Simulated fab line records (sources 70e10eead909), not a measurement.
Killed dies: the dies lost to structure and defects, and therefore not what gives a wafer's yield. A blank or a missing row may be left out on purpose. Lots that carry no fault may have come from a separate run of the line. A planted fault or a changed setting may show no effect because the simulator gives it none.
Chamber matching	flow nand_harc	NHARC_P_M2_DESCUM_14 on rie_diel-06: 4 sister chambers
The step chemistry O2, time 3 s. 36 wafers are shown with their chamber, then 12 later ones without.

== WAFERS PAIRED WITH THEIR CHAMBERS ==
wafer	chamber	drypump_motor_current_A (A)	oes_product_au (a.u.)	rf_vpp_V (V)
L074.1	1	5.4	0.992	57.1
L074.2	3	5.4	1.006	58.7
L074.3	2	6.6	1.010	59.1
L076.2	2	6.7	1.005	58.7
L076.5	1	5.4	0.988	56.7
L076.6	0	6.7	0.988	58.0
L077.1	3	5.4	0.998	59.8
L077.3	1	5.4	0.992	56.9
L077.4	2	6.6	1.007	58.2
L079.1	0	6.7	0.978	56.4
L079.4	3	5.4	0.996	58.1
L079.6	0	6.6	0.990	57.2
L081.1	0	6.7	0.982	57.2
L081.2	1	5.4	0.988	57.1
L081.5	2	6.6	1.002	57.5
L080.1	0	6.7	0.989	58.0
L080.5	3	5.4	1.003	57.8
L080.6	0	6.7	0.997	57.9
L083.1	0	6.7	0.983	58.3
L083.2	1	5.4	0.991	56.8
L083.5	1	5.4	0.980	57.2
L082.1	2	6.6	1.007	57.1
L082.2	3	5.4	1.006	58.6
L082.5	2	6.6	1.000	58.7
L086.1	0	6.7	0.979	57.3
L086.2	3	5.4	1.015	57.1
L086.6	0	6.7	0.981	57.2
L087.1	3	5.4	0.992	59.7
L087.3	2	6.6	1.001	57.7
L087.5	0	6.7	0.982	58.8
L088.1	1	5.5	0.986	58.6
L088.4	2	6.6	1.001	58.9
L088.5	3	5.4	1.008	59.4
L090.1	2	6.6	1.005	58.6
L090.4	1	5.4	0.989	57.1
L090.6	2	6.6	1.008	59.2

SIGNATURES (averages over the wafers above)
reading	chamber 0	chamber 1	chamber 2	chamber 3	scatter within a chamber
drypump_motor_current_A	6.690	5.413	6.610	5.400	0.0289
oes_product_au	0.98490	0.98825	1.00460	1.00300	0.00535
rf_vpp_V	57.630	57.188	58.370	58.650	0.747
Rule: for each reading, subtract the chamber's mean from the wafer's reading, divide by that reading's scatter and square the result; add these up over the readings and take the root, which gives the wafer's distance from the chamber. If the next closest chamber is less than 2 further off than the closest, the wafer can't be placed; otherwise it belongs to the closest. The scatter is the square root of a quotient: the sum, over the shown wafers, of each reading's squared deviation from its chamber's mean, divided by wafers minus chambers.

== WAFERS MISSING THEIR CHAMBER ==
wafer	drypump_motor_current_A (A)	oes_product_au (a.u.)	rf_vpp_V (V)
L091.1	5.5	0.971	58.6
L091.2	5.4	1.008	58.8
L091.3	6.7	0.996	57.5
L092.1	5.5	0.997	56.1
L092.2	6.6	0.998	59.0
L092.6	6.7	0.999	58.2
L096.1	6.6	1.000	60.5
L096.2	5.4	1.025	59.9
L096.6	5.4	0.983	56.2
L097.3	5.5	0.980	57.9
L097.4	6.6	0.985	57.6
L097.6	5.4	1.006	58.3

== THE CHAMBER EACH PASSED THROUGH ==
wafer	from the rows above	in truth
L091.1	1	1
L091.2	3	3
L091.3	can't be placed: 0 or 2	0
L092.1	can't be placed: 1 or 3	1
L092.2	2	2
L092.6	can't be placed: 0 or 2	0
L096.1	2	2
L096.2	3	3
L096.6	1	1
L097.3	1	1
L097.4	can't be placed: 0 or 2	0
L097.6	3	3
Correct placement for 8 of the 12. Can't be placed from these rows: 4 (the true chamber is among the candidates in 4). Placed wrongly: 0.
